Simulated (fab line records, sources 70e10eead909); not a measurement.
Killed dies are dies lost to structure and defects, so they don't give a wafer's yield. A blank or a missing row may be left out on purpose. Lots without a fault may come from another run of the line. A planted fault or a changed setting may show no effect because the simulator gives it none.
A struck lot beside a sound one | flow nand_harc | 15 steps out of a route of 1159
Sound: wafers L924.3, L924.5, L924.6. Struck: wafers L934.2, L934.5, L934.6. The cause comes at the end.
At each step with rows: each side's tool, then ch and its chambers, then its first start. Under that, the readings that differ: sound wafers | struck wafers | difference of the means | sigmas: that difference in standard deviations of wafers without a fault.
alike: readings whose means differ by less than 2 such deviations, and words and numbers that are the same on both sides. not compared: withheld readings, readings that some wafer has no value for, bounds like >300 that may hide the same value, and numbers for which the record gives no deviation and whose values overlap.
The two part at a step that has a row with sigmas, a row that says differs or no value, or rows on one side only. Numbers that don't overlap but have no deviation are shown without sigmas and don't part them. A reading that every wafer of one side lacks parts them only if that side has two wafers or more.

first, 1 step without rows for these wafers: NHARC_A_CONTACT_ETCH_136 (etches the open film in C4F8/O2/Ar, time 132 s, target depth 1287 nm).
NHARC_A_CONTACT_ETCH_137: etches the open film in C4F8/O2/Ar, time 132 s, target depth 1287 nm.
  sound on har_cap_etch-03 ch 0,1, day 17 00:44; struck on har_cap_etch-03 ch 0,1, day 20 06:28
  not compared: rf_hours_counter_h
then, 2 steps without rows for these wafers: NHARC_A_CONTACT_ETCH_138 (etches the open film in C4F8/O2/Ar, time 132 s, target depth 1289 nm); NHARC_A_CONTACT_ETCH_139 (etches the open film in C4F8/O2/Ar, time 137 s, target depth 590 nm).
NHARC_A_CONTACT_ETCH_92: etches the open film in CH3F/O2, target depth 40 nm, time 85.7 s.
  sound on rie_diel-11 ch 1,2,3, day 17 01:21; struck on rie_diel-10 ch 0,1, day 20 07:05
  reading               | sound             | struck            | difference | sigmas
  oes_product_au (a.u.) | 0.985 0.989 1.003 | 0.930 0.935 0.941 | -0.057     | -3
  alike: ch3f_flow_sccm, drypump_motor_current_A, o2_flow_sccm, rf_vpp_V, showerhead_plenum_p_Torr, throttle_valve_pct
  not compared: rf_hours_counter_h
NHARC_A_CONTACT_ETCH_98: etches the open film in C4F6/O2, target depth 20 nm, time 10 s.
  sound on rie_diel-11 ch 0,3; struck on rie_diel-10 ch 0,1
  alike: c4f6_flow_sccm, drypump_motor_current_A, o2_flow_sccm, oes_product_au, rf_vpp_V, showerhead_plenum_p_Torr, throttle_valve_pct
  not compared: rf_hours_counter_h
NHARC_A_CONTACT_CD_MEAS_15:
  sound on cd_sem-01, day 17 01:33; struck on cd_sem-03, day 20 07:18
  alike: cd_nm
then, 4 steps without rows for these wafers: NHARC_A_CONTACT_STRIP_107 (strips in N2/H2); NHARC_A_CONTACT_STRIP_108 (strips in CF4/CHF3); NHARC_A_CONTACT_STRIP_109 (strips in O2/COS); NHARC_A_CONTACT_ETCH_110 (etches the open film in CF4/O2, target depth 50 nm, overetch 5 nm, time 27.5 s).
NHARC_A_CONTACT_STRIP_26: strips in O2.
  sound on rie_diel-10 ch 1,2; struck on rie_diel-10 ch 2,3
  alike: chamber_pressure_mTorr, drypump_motor_current_A, o2_flow_sccm, oes_product_au, rf_vpp_V, showerhead_plenum_p_Torr, throttle_valve_pct
  not compared: rf_hours_counter_h
NHARC_A_CONTACT_STRIP_27: strips in post etch residue remover, time 600 s.
  sound on wet_bench-01 ch 1,4,6, day 17 02:13; struck on wet_bench-01 ch 3,4,6, day 20 08:03
  no value came back on the struck wafers for bath_heat_duty_pct (%), run_length_s (s), time_s (s); on the sound wafers bath_heat_duty_pct (%) reads 10.8 16.9 13.5
NHARC_A_CONTACT_ALD_18: deposits TiN, target thk 3 nm, pulse time 1 s, ald cycles 150.
  sound on ald_metal-02 ch 0,2,3, day 17 02:32; struck on ald_metal-02 ch 0,2,3, day 20 08:20
  alike: heater_power_w, precursor_pulse_height_rel
  not compared: since_wet_clean_h
then, 1 step without rows for these wafers: NHARC_END_SORT_01.

WHERE THEY PART
First at NHARC_A_CONTACT_ETCH_92; last, within this record, at NHARC_A_CONTACT_STRIP_27. Later steps at which nothing parts them and some readings are alike: NHARC_A_CONTACT_ALD_18.

WHY: what the simulator had put in
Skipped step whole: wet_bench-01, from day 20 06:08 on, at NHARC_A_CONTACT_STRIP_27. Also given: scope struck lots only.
